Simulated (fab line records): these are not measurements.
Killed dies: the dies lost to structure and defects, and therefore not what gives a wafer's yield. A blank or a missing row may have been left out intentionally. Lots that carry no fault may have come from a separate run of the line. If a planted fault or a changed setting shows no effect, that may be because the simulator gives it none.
Struck lot and sound lot, side by side | flow nand_harc | 35 steps out of a route of 1159
Sound: the wafers L135.4, L135.5, L135.6. Wafers L148.1, L148.4, L148.6 were the ones struck. At the end, the cause is stated.
Each step with rows lists, per side, the tool, then ch with its chambers, then its first start. Under that, the readings that differ: sound wafers | struck wafers | difference of the means | sigmas: that difference in standard deviations of wafers without a fault.
alike: same words and numbers on both sides, and readings whose means sit less than 2 such deviations apart. not compared: any withheld reading, any reading some wafer has no value for, any bound like >300 that may hide the same value, and any number with overlapping values for which the record gives no deviation.
The two part at a step that has a row with sigmas, a row that says differs or no value, or rows on one side only. When numbers do not overlap yet have no deviation, they are printed without sigmas and do not part them. A reading that every wafer of one side lacks parts them only if that side has two wafers or more.

first, 6 steps without rows for these wafers: NHARC_P_ZERO_WELL_COAT_46; NHARC_P_ZERO_WELL_SOFTBAKE_47 (time 95 s); NHARC_P_ZERO_WELL_EBR_48; NHARC_P_ZERO_WELL_EXPOSE_49 (exposes mask P HVPW, target cd 2000 nm); NHARC_P_ZERO_WELL_PEB_50 (peb time 85 s); NHARC_P_ZERO_WELL_DEVELOP_51 (time 70 s).
NHARC_P_ZERO_WELL_CD_MEAS_52: the cd target is 2000 nm.
  sound on cd_sem-03 ch 0, day 2 23:56; struck on cd_sem-02 ch 0, day 6 05:32
  alike: cd_nm
then, 1 step without rows for these wafers: NHARC_P_ZERO_WELL_HARDBAKE_53 (time 80 s).
NHARC_P_ZERO_WELL_DESCUM_54: chemistry O2, time 3 s.
  sound on rie_diel-11 ch 0,3, day 3 00:05; struck on rie_diel-05 ch 1,2, day 6 05:43
  alike: drypump_motor_current_A, oes_product_au, rf_vpp_V, showerhead_plenum_p_Torr, throttle_valve_pct
  not compared: rf_hours_counter_h
then, 3 steps without rows for these wafers: NHARC_P_ZERO_WELL_IMPLANT_55; NHARC_P_ZERO_WELL_IMPLANT_61; NHARC_P_ZERO_WELL_STRIP_56 (strips in SPM, time 840 s).
NHARC_P_ZERO_WELL_PRECLEAN_68: cleans in SC1, time 60 s.
  sound on wet_bench-05 ch 3,4,5, day 3 00:40; struck on wet_bench-04 ch 0,2,7, day 6 06:18
following that, these wafers have no rows for 1 step: NHARC_P_ZERO_WELL_SRD_69.
NHARC_P_ZERO_WELL_RTA_42: time 300 s.
  sound on rtp_anneal-01 ch 0, day 3 01:22; struck on rtp_anneal-02 ch 0, day 6 06:41
  reading            | sound             | struck            | difference | sigmas
  lamp_power_pct (%) | 40.87 40.81 40.83 | 41.25 41.31 41.26 | +0.44      | +3
  alike: anneal_temp_c_max, wafer_temp_C_max
NHARC_P_ZERO_WELL_INSPECT_43:
  sound on defect_inspect-01, day 3 01:43; struck on defect_inspect-02, day 6 07:22
  reading          | sound   | struck      | difference | sigmas
  raw_defect_count | 12 8 10 | 287 314 322 | +298       | +50
then, 14 steps without rows for these wafers: NHARC_P_STI_ETCH_26 (etches SiO2 in dHF, target depth 11 nm); NHARC_P_STI_PRECLEAN_27 (cleans in SC1); NHARC_P_STI_SRD_28; NHARC_P_STI_OXIDE_29 (material SiO2, target thk 10 nm, ox time 1362 s); NHARC_P_STI_HM_DEP_30 (deposits Si3N4, target thk 80 nm, time 873 s); NHARC_P_STI_DEHYDRATE_01 (time 120 s); NHARC_P_STI_HMDS_02 (time 30 s); NHARC_P_STI_COAT_41 (time 65 s); NHARC_P_STI_COAT_03 (resist thk 600 nm); NHARC_P_STI_SOFTBAKE_04 (time 70 s); NHARC_P_STI_EBR_05; NHARC_P_STI_EXPOSE_06 (exposes mask P STI, target cd 200 nm); NHARC_P_STI_PEB_07 (peb time 80 s); NHARC_P_STI_DEVELOP_08 (time 50 s).
NHARC_P_STI_CD_MEAS_09: the cd target is 200 nm.
  sound on cd_sem-03 ch 0, day 3 17:52; struck on cd_sem-03 ch 0, day 7 00:50
  alike: cd_nm
NHARC_P_STI_OVL_MEAS_10:
  sound on overlay-01, day 3 17:57; struck on overlay-02, day 7 00:56
  alike: overlay_x_nm, overlay_y_nm
NHARC_P_STI_INSPECT_11:
  sound on defect_inspect-02, day 3 17:59; struck on defect_inspect-01, day 7 00:58
  reading          | sound | struck      | difference | sigmas
  raw_defect_count | 7 6 8 | 288 303 308 | +293       | +99 or more
then, 1 step without rows for these wafers: NHARC_P_STI_HARDBAKE_13 (time 65 s).
-- break in the record here, with 17 days between the starts of the struck wafers on either side (left off in module P_STI, picked up again in module END, where the first step shown is number 1159 on the route) --
NHARC_END_SORT_01:
  sound on prober-02 ch 0, day 21 03:52; struck on prober-01 ch 0, day 23 20:38
  reading             | sound    | struck    | difference | sigmas
  killed_at_periphery | 4 7 3    | 52 56 73  | +56        | +28
  killed_dies         | 38 36 31 | 77 96 103 | +57        | +5
  alike: killed_at_array, killed_at_other, killed_open, killed_short

== WHERE THEY PART ==
At NHARC_P_ZERO_WELL_RTA_42 first; at NHARC_END_SORT_01 last (within this record only).

WHY: whatever the simulator had introduced
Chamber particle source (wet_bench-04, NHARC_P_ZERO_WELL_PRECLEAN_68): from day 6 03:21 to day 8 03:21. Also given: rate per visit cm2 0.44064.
